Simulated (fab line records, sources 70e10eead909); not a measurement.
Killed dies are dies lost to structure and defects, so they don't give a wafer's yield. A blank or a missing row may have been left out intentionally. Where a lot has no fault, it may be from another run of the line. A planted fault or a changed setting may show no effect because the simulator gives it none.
Matching of chambers -- flow nandHarc -- 4 sister chambers for NHARC_A_STAIRCASE_TRIM_220 on rieDiel-06
The step chemistry O2, time 211.2 s. 27 wafers are shown with their chamber, then 12 later ones without.

EACH WAFER AND ITS CHAMBER
wafer,chamber,showerheadPlenumPTorr (Torr),drypumpMotorCurrentA (A),rfVppV (V)
L078.2,2,3.49,5.2,59.0
L078.5,0,3.47,6.3,57.8
L078.6,1,3.72,5.5,57.5
L077.3,1,3.72,5.5,57.1
L077.4,3,3.70,5.4,59.5
L077.5,2,3.49,5.3,57.9
L083.3,1,3.72,5.4,57.0
L083.4,0,3.46,6.3,59.4
L083.6,0,3.46,6.3,57.6
L081.1,2,3.49,5.3,58.0
L081.3,3,3.69,5.4,58.9
L081.6,2,3.49,5.3,57.7
L084.2,3,3.69,5.4,58.8
L084.3,1,3.71,5.5,59.1
L084.6,2,3.48,5.3,58.4
L085.1,2,3.48,5.3,56.2
L085.3,0,3.45,6.3,58.5
L085.4,3,3.68,5.4,58.8
L087.1,1,3.71,5.4,57.6
L087.2,3,3.68,5.3,59.4
L087.3,2,3.48,5.3,57.8
L086.2,2,3.48,5.3,57.9
L086.4,1,3.71,5.4,58.0
L086.5,1,3.71,5.4,57.3
L091.1,1,3.70,5.4,58.3
L091.3,0,3.45,6.3,57.3
L091.5,3,3.68,5.4,57.9

SIGNATURES (means of the wafers above)
reading,chamber 0,chamber 1,chamber 2,chamber 3,scatter within a chamber
showerheadPlenumPTorr,3.4580,3.7125,3.4850,3.6867,0.00711
drypumpMotorCurrentA,6.300,5.438,5.287,5.383,0.0395
rfVppV,58.120,57.737,57.862,58.883,0.732
Rule: a wafer's distance from a chamber is the root of the sum, over the readings, of the square of ((its reading less the chamber's mean) divided by the reading's scatter). The wafer belongs to the nearest chamber; if the next one is less than 2 further off, it can't be placed. The scatter: the root of (the sum of the squares of (reading less its chamber's mean) over the shown wafers, divided by (wafers less chambers)).

WAFERS WITHOUT THEIR CHAMBER
wafer,showerheadPlenumPTorr (Torr),drypumpMotorCurrentA (A),rfVppV (V)
L092.1,3.45,6.3,57.4
L092.2,3.47,5.3,56.7
L092.4,3.68,5.4,58.8
L093.1,3.70,5.5,58.2
L093.2,3.68,5.4,57.1
L093.3,3.47,5.3,56.9
L094.1,3.44,6.3,58.2
L094.3,3.47,5.3,59.1
L094.5,3.44,6.3,57.6
L097.1,3.44,6.3,58.3
L097.2,3.70,5.5,56.9
L097.3,3.47,5.3,58.0

THE CHAMBER EACH PASSED THROUGH
wafer,from the rows above,in truth
L092.1,0,0
L092.2,2,2
L092.4,3,3
L093.1,can't be placed: 1 or 3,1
L093.2,3,3
L093.3,2,2
L094.1,0,0
L094.3,2,2
L094.5,0,0
L097.1,0,0
L097.2,can't be placed: 1 or 3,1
L097.3,2,2
10 of 12 placed correctly. From these rows, 2 cannot be placed; in 2 the true chamber is one of the candidates. Wrongly placed: 0.
